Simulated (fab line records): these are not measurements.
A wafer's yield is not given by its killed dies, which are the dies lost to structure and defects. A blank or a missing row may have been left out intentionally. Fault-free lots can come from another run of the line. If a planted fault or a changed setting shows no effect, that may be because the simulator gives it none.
fab line records	flow nand_harc
[record] lots = 11	wafers = 33	last_day = 34
route steps=1302 shown P_GATE@150 END@1302
lots with no fault: from the same line, run without faults
start_h: start of the lot's first displayed wafer, in hours after the record's first day	wait_h: how many hours have passed since the lot's step before this one	" same as the row above	L1.1+2: several wafers, shown together as one row	- either no value or no given start	* or withheld: withheld	< > ~ a bound
route shown NAME@n: names a module that has steps shown in the file, with the first one's number in the route	usual: mean and standard deviation over wafers with no fault	same: alike in all rows	chamber/n: place in a boat	sites: the reading at each site	_std_site: their standard deviation	_edge_site: inner sites' mean taken away from outer sites' mean	radius_mm: for every site, how far away it sits from the centre of the wafer	mask NAME#n: copy n	behind: the tool/chamber that last shaped the wafer	hold: why the lot was held/for how many hours/how that ended	device: names the non-switching transistor (n, p or np)	end of line: the tests these same wafers got at the end of their route	step lacking rows: just its recipe	killed: dies lost to structure and defects at the first sort, not the wafer's yield	map: a wafer's dies, x killed, . not, _ none there
set.NAME: setting as actually run; set.NAME@STEP: the setting as run at that earlier step	model.NAME: the simulator's own value behind a step, which no gauge read
one table for each step of the route and one row for each wafer, over a sample of lots
services: from which hour (start_h, from the record's first day; less than 0 if before it) a tool's chamber was out of use, for how many hours, and why
[[steps]]
[step NHARC_P_GATE_STRIP_108]
[recipe] o2_flow_sccm = 500	ar_flow_sccm = 0	bias_w = 0	chemistry = O2
[usual] drypump_motor_current_A = 5.7/0.62	oes_product_au = 0.995/0.0097	rf_vpp_V = 57.8/0.79	showerhead_plenum_p_Torr = 3.55/0.14	throttle_valve_pct = 17.037/0.0096
lot.wafer	tool	chamber	start_h	wait_h	drypump_motor_current_A	oes_product_au	rf_hours_counter_h	rf_vpp_V	showerhead_plenum_p_Torr	throttle_valve_pct
L284.1	rie_diel-11	1	102.16	-	4.8	1.000	0	58.6	3.73	17.029
L284.4	"	2	"	"	5.4	0.994	0	56.9	3.41	17.034
L284.2	"	3	"	"	5.8	0.987	0	58.1	3.34	17.054
L285.4	rie_diel-11	2	107.68	-	5.4	0.998	0	58.8	3.41	17.045
L285.6	"	2	"	"	5.4	0.997	-	57.0	3.41	17.035
L285.5	"	3	"	"	5.8	0.987	-	57.2	3.34	17.045
L287.1	rie_diel-04	0	132.12	-	5.8	0.997	8	57.5	3.52	17.036
L287.3	"	2	"	"	5.7	1.023	8	56.7	3.47	17.044
L287.5	"	3	"	"	6.8	1.006	-	58.2	3.66	17.047
L292.1	rie_diel-06	1	175.61	-	4.9	0.995	3	57.6	3.55	17.029
L292.3	"	2	"	"	6.2	0.997	3	58.0	3.36	17.033
L292.5	"	1	"	"	4.9	0.992	-	58.5	3.55	17.044
L300.3	rie_diel-04	0	256.57	-	5.8	0.985	5	57.8	3.52	17.040
L300.5	"	2	"	"	5.7	0.982	-	58.5	3.46	17.030
L300.6	"	3	"	"	6.8	1.013	-	59.1	3.66	17.042
L301.2	rie_diel-06	3	268.90	-	4.8	0.986	9	58.3	3.65	17.029
L301.4	"	0	"	"	6.3	0.983	7	58.6	3.69	17.049
L301.1	"	1	"	"	4.9	0.995	9	58.2	3.55	17.045
L302.3	rie_diel-11	0	277.03	-	5.7	0.982	0	57.8	3.74	17.034
L302.1	"	2	"	"	5.5	0.991	0	56.9	3.40	17.032
L302.2	"	3	"	"	5.8	1.007	0	56.2	3.34	17.031
L303.4	rie_diel-11	3	284.71	-	5.8	1.002	1	58.8	3.34	17.023
L303.6	"	3	"	"	5.8	1.002	-	56.5	3.34	17.045
L303.5	"	0	"	"	5.7	0.986	-	58.0	3.74	17.030
L304.3	rie_diel-06	0	296.58	-	6.3	0.996	8	56.9	3.69	17.030
L304.5	"	3	"	"	4.9	0.989	-	58.1	3.64	17.037
L304.6	"	0	"	"	6.3	0.999	-	59.7	3.69	17.038
L305.1	rie_diel-11	3	310.57	-	5.7	1.004	1	58.6	3.34	17.028
L305.2	"	2	"	"	5.4	0.973	1	57.5	3.40	17.036
L305.6	"	0	"	"	5.7	0.989	-	60.1	3.74	17.020
L307.4	rie_diel-04	0	324.68	-	5.8	0.981	8	56.2	3.51	17.038
L307.3	"	1	"	"	4.9	0.983	8	58.8	3.53	17.045
L307.5	"	3	"	"	6.8	1.004	-	57.7	3.65	17.048
[step NHARC_P_GATE_STRIP_101]
[recipe] time_s = 20	o2_flow_sccm = 500	ar_flow_sccm = 0	bias_w = 0	chemistry = O2
[usual] drypump_motor_current_A = 5.5/0.54	oes_product_au = 0.994/0.0089	rf_vpp_V = 57.9/0.91	showerhead_plenum_p_Torr = 3.54/0.15	throttle_valve_pct = 17.035/0.0097
lot.wafer	tool	chamber	start_h	wait_h	drypump_motor_current_A	oes_product_au	rf_hours_counter_h	rf_vpp_V	showerhead_plenum_p_Torr	throttle_valve_pct
L284.2	rie_diel-11	0	112.35	0.1	5.7	1.004	0.5	58.7	3.74	17.056
L284.1	"	2	"	"	5.5	0.998	0.5	57.8	3.41	17.030
L284.4	"	0	"	"	5.7	1.005	-	59.1	3.74	17.033
L285.4	rie_diel-11	3	117.86	0.1	5.8	0.989	0.4	56.6	3.35	17.037
L285.6	"	2	"	"	5.4	0.996	-	57.8	3.41	17.037
L285.5	"	3	"	"	5.7	0.990	-	57.5	3.35	17.040
L287.3	rie_diel-11	2	142.43	0.1	5.4	0.986	2.4	59.0	3.41	17.044
L287.1	"	3	"	"	5.8	0.984	2.3	58.7	3.34	17.037
L287.5	"	1	"	"	4.8	1.007	-	58.8	3.73	17.037
L292.1	rie_diel-11	3	186.32	0.6	5.7	0.981	4.7	58.5	3.34	17.043
L292.3	"	1	"	"	4.8	0.998	4.5	56.8	3.73	17.033
L292.5	"	2	"	"	5.4	0.996	-	57.2	3.41	17.041
L300.3	rie_diel-06	0	266.77	0.1	6.3	0.990	6.6	58.6	3.69	17.023
L300.6	"	2	"	"	6.2	1.004	-	57.6	3.36	17.030
L300.5	"	3	"	"	4.9	0.990	-	57.1	3.65	17.034
L301.2	rie_diel-06	1	279.02	0.1	4.9	0.999	9.4	59.3	3.55	17.043
L301.1	"	2	"	"	6.2	1.004	9.9	57.3	3.36	17.044
L301.4	"	3	"	"	4.9	0.997	9.1	58.7	3.65	17.021
L302.1	rie_diel-04	1	289.29	0.1	4.9	0.987	5.6	58.6	3.53	17.037
L302.2	"	2	"	"	5.7	0.996	4.7	57.6	3.46	17.045
L302.3	"	3	"	"	6.8	1.003	5.1	59.2	3.66	17.059
L303.4	rie_diel-06	3	294.96	0.1	4.9	0.995	10.2	61.0	3.64	17.044
L303.5	"	1	"	"	4.9	0.990	-	58.3	3.55	17.040
L303.6	"	2	"	"	6.2	1.001	-	57.1	3.36	17.017
L304.3	rie_diel-11	1	306.83	0.1	4.8	1.010	1.6	56.7	3.73	17.033
L304.6	"	1	"	"	4.8	1.003	-	58.7	3.73	17.033
L304.5	"	2	"	"	5.4	0.992	-	56.9	3.40	17.053
L305.1	rie_diel-11	2	322.96	0.1	5.4	0.975	3.0	58.2	3.40	17.041
L305.2	"	0	"	"	5.7	0.987	2.6	60.1	3.74	17.051
L305.6	"	2	"	"	5.4	0.984	-	58.1	3.40	17.029
L307.3	rie_diel-11	0	334.92	0.1	5.7	0.989	2.8	57.5	3.74	17.041
L307.4	"	3	"	"	5.7	1.006	-	57.6	3.34	17.043
L307.5	"	0	"	"	5.7	0.979	-	59.1	3.74	17.032
[step NHARC_P_GATE_EXPOSE_88]
[recipe] na = 0.6	target_cd_nm = 2000	dose_mj = 11.87	mask_id = P_HVN
lot.wafer	tool	chamber	start_h	wait_h	mask
L284.1+2+4	krf_scanner-02	0	116.34	-	P_HVN#0
L285.4+5+6	krf_scanner-02	0	121.72	-	P_HVN#0
L287.1+3+5	krf_scanner-02	0	146.59	-	P_HVN#0
L292.1+3+5	krf_scanner-01	0	190.29	-	P_HVN_R1#0
L300.3+5+6	krf_scanner-01	0	271.05	-	P_HVN#0
L301.1+2+4	krf_scanner-02	0	283.31	-	P_HVN#0
L302.1+2+3	krf_scanner-01	0	299.06	-	P_HVN#0
L303.4+5+6	krf_scanner-01	0	300.21	-	P_HVN#0
L304.3+5+6	krf_scanner-01	0	310.73	-	P_HVN#0
L305.1+2+6	krf_scanner-01	0	327.20	-	P_HVN#0
L307.3+4+5	krf_scanner-03	0	339.08	-	P_HVN#0
[step NHARC_P_GATE_CD_MEAS_91]
[recipe] target_cd_nm = 2000	landing_energy_ev = 500
[usual] cd_nm = 2001.3/1.9
lot.wafer	tool	chamber	start_h	wait_h	cd_nm
L284.1	cd_sem-03	0	116.50	-	2003.8
L284.2	"	0	"	"	2003.4
L284.4	"	0	"	"	2003.9
L285.4	cd_sem-02	0	121.87	-	2000.4
L285.5	"	0	"	"	2002.5
L285.6	"	0	"	"	2000.1
L287.1	cd_sem-03	0	146.75	-	1999.2
L287.3	"	0	"	"	1999.3
L287.5	"	0	"	"	1998.1
L292.1	cd_sem-01	0	190.45	-	1920.2
L292.3	"	0	"	"	1918.6
L292.5	"	0	"	"	1918.6
L300.3	cd_sem-03	0	271.21	-	2001.5
L300.5	"	0	"	"	2000.9
L300.6	"	0	"	"	2002.2
L301.1	cd_sem-01	0	283.47	-	2001.4
L301.2	"	0	"	"	2003.4
L301.4	"	0	"	"	2004.6
L302.1	cd_sem-03	0	299.22	-	2000.6
L302.2	"	0	"	"	1999.4
L302.3	"	0	"	"	1999.6
L303.4	cd_sem-03	0	300.36	-	2000.9
L303.5	"	0	"	"	2001.7
L303.6	"	0	"	"	2001.0
L304.3	cd_sem-02	0	310.88	-	2004.0
L304.5	"	0	"	"	2002.1
L304.6	"	0	"	"	2003.7
L305.1	cd_sem-02	0	327.36	-	2004.1
L305.2	"	0	"	"	2005.9
L305.6	"	0	"	"	2002.9
L307.3	cd_sem-03	0	339.23	-	2001.8
L307.4	"	0	"	"	2002.5
L307.5	"	0	"	"	2001.5
[step NHARC_P_GATE_DESCUM_93]
[recipe] time_s = 3	o2_flow_sccm = 200	ar_flow_sccm = 0	bias_power_w = 0	chemistry = O2
[usual] drypump_motor_current_A = 5.6/0.63	oes_product_au = 0.997/0.0092	rf_vpp_V = 57.9/0.8	showerhead_plenum_p_Torr = 1.93/0.078	throttle_valve_pct = 11.310/0.01
lot.wafer	tool	chamber	start_h	wait_h	drypump_motor_current_A	oes_product_au	rf_hours_counter_h	rf_vpp_V	showerhead_plenum_p_Torr	throttle_valve_pct
L284.2	rie_diel-04	0	116.68	-	5.8	0.983	6.4	57.8	1.91	11.318
L284.1	"	2	"	"	5.7	1.014	5.8	56.4	1.88	11.316
L284.4	"	2	"	"	5.7	1.012	-	58.0	1.88	11.314
L285.4	rie_diel-11	0	122.02	-	5.7	0.999	0.6	57.2	2.04	11.302
L285.6	"	0	"	"	5.7	0.997	-	58.8	2.04	11.317
L285.5	"	1	"	"	4.8	0.997	-	58.9	2.03	11.301
L287.3	rie_diel-04	3	146.93	-	6.8	0.999	8.8	57.8	1.99	11.321
L287.1	"	0	"	"	5.8	0.983	9.6	57.8	1.91	11.310
L287.5	"	3	"	"	6.8	1.003	-	58.8	1.99	11.322
L292.3	rie_diel-06	0	190.61	-	6.3	1.008	2.7	57.8	2.01	11.309
L292.1	"	1	"	"	4.9	0.983	4.3	57.6	1.93	11.302
L292.5	"	1	"	"	4.9	0.990	-	57.6	1.93	11.295
L300.3	rie_diel-06	2	271.38	-	6.2	1.012	9.6	56.7	1.82	11.311
L300.6	"	0	"	"	6.2	0.997	-	59.0	2.01	11.301
L300.5	"	1	"	"	4.9	0.999	-	57.9	1.93	11.308
L301.4	rie_diel-06	1	283.63	-	4.9	0.992	9.4	58.2	1.93	11.316
L301.1	"	2	"	"	6.2	1.016	9.9	56.9	1.82	11.311
L301.2	"	0	"	"	6.3	0.991	6.8	57.1	2.01	11.321
L302.1	rie_diel-04	1	299.39	-	4.9	0.990	5.6	56.5	1.92	11.295
L302.3	"	2	"	"	5.7	1.004	4.7	57.3	1.87	11.338
L302.2	"	3	"	"	6.8	0.990	5.2	58.9	1.99	11.312
L303.4	rie_diel-06	0	300.53	-	6.3	0.996	8.6	58.5	2.01	11.305
L303.5	"	2	"	"	6.2	1.019	-	58.8	1.82	11.302
L303.6	"	3	"	"	4.8	0.986	-	58.4	1.98	11.342
L304.3	rie_diel-04	3	311.06	-	6.8	1.004	7.5	58.0	1.99	11.300
L304.5	"	1	"	"	4.9	0.987	-	57.6	1.92	11.313
L304.6	"	2	"	"	5.7	0.995	-	58.5	1.87	11.299
L305.2	rie_diel-06	2	327.54	-	6.2	0.994	1.1	58.3	1.82	11.305
L305.1	"	0	"	"	6.3	1.004	0.8	58.1	2.01	11.315
L305.6	"	2	"	"	6.2	0.993	-	57.7	1.82	11.290
L307.3	rie_diel-11	2	339.40	-	5.4	0.981	3.3	56.9	1.84	11.302
L307.4	"	0	"	"	5.7	0.987	-	58.6	2.03	11.309
L307.5	"	2	"	"	5.4	0.975	-	56.8	1.84	11.300
[step NHARC_END_SORT_01]
[recipe] temp_c = 25
[usual] killed_at_array = 57/17	killed_at_other = 0.5/0.82	killed_at_periphery = 4.0/2.8	killed_dies = 61/18	killed_open = 2.9/2	killed_short = 2.3/1.7
[same] gross_dies = 677
lot.wafer	tool	chamber	start_h	wait_h	killed_at_array	killed_at_other	killed_at_periphery	killed_dies	killed_open	killed_short
L292.5	prober-02	0	649.04	3.7	75	2	1	78	2	3
// killed by level:class
L292.5 A_CHANNEL_HOLE_D2:chamber_film_flake=25 A_CHANNEL_HOLE_D1:chamber_film_flake=25 A_CONTACT:chamber_film_flake=12 A_CHANNEL_FILL_D1:chamber_film_flake=2 A_STAIRCASE:chamber_film_flake=2 A_WL_FILL:chamber_film_flake=2 THIN_TSV:chamber_film_flake=2 A_ONON_D1:geometric_particle:open=1
[[services]]
tool	chamber	start_h	hours	kind
rie_diel-11	-	78.50	9.0	pm
rie_diel-06	3	81.69	1.8	repair
rie_diel-06	0	84.99	5.6	repair
krf_scanner-02	-	94.00	4.0	pm
rie_diel-04	1	108.96	34.0	repair
rie_diel-11	3	109.68	4.7	repair
rie_diel-11	1	126.48	5.3	repair
rie_diel-06	-	130.20	9.0	pm
krf_scanner-01	-	140.00	4.0	pm
rie_diel-04	2	143.24	16.7	repair
krf_scanner-01	-	159.92	0.6	repair
rie_diel-06	0	160.50	3.8	repair
rie_diel-06	-	160.84	2.4	repair
rie_diel-04	-	177.90	9.0	pm
rie_diel-06	0	181.94	4.5	repair
rie_diel-11	-	198.90	0.4	repair
rie_diel-11	3	204.85	2.6	repair
krf_scanner-01	-	204.99	0.1	repair
krf_scanner-01	-	239.54	2.6	repair
rie_diel-11	-	255.50	9.0	pm
rie_diel-06	-	307.20	9.0	pm
rie_diel-11	-	308.19	0.2	repair
krf_scanner-01	-	312.00	4.0	pm
rie_diel-11	1	327.54	19.9	repair
[[key]]
[first_sign] step = NHARC_P_GATE_EXPOSE_88	reading = mask	direction = changed
[effect] step = NHARC_P_GATE_CD_MEAS_91	reading = cd_nm	direction = down	sigmas = 43	usual = 2001.3	struck = 1919.1
met_at NHARC_P_GATE_EXPOSE_88
struck_lots L292
tester_left_out L292
not_acting_at NHARC_P_GATE_STRIP_108,NHARC_P_GATE_STRIP_101,NHARC_P_GATE_DESCUM_93
[fault] kind = wrong_mask	tool = any	chamber = -	onset_h = 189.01	steps = NHARC_P_GATE_EXPOSE_88	aux_copy = P_HVN_R1#0	cd_offset_nm = -83.426	scope = struck_lots_only
// tester_left_out: of these lots the tester's yield and bins aren't shown, on N5 and GAA mostly nor the transistor test; their killed dies are dies lost to structure and defects alone, not to doping, threshold or leakage, so they don't give the yield
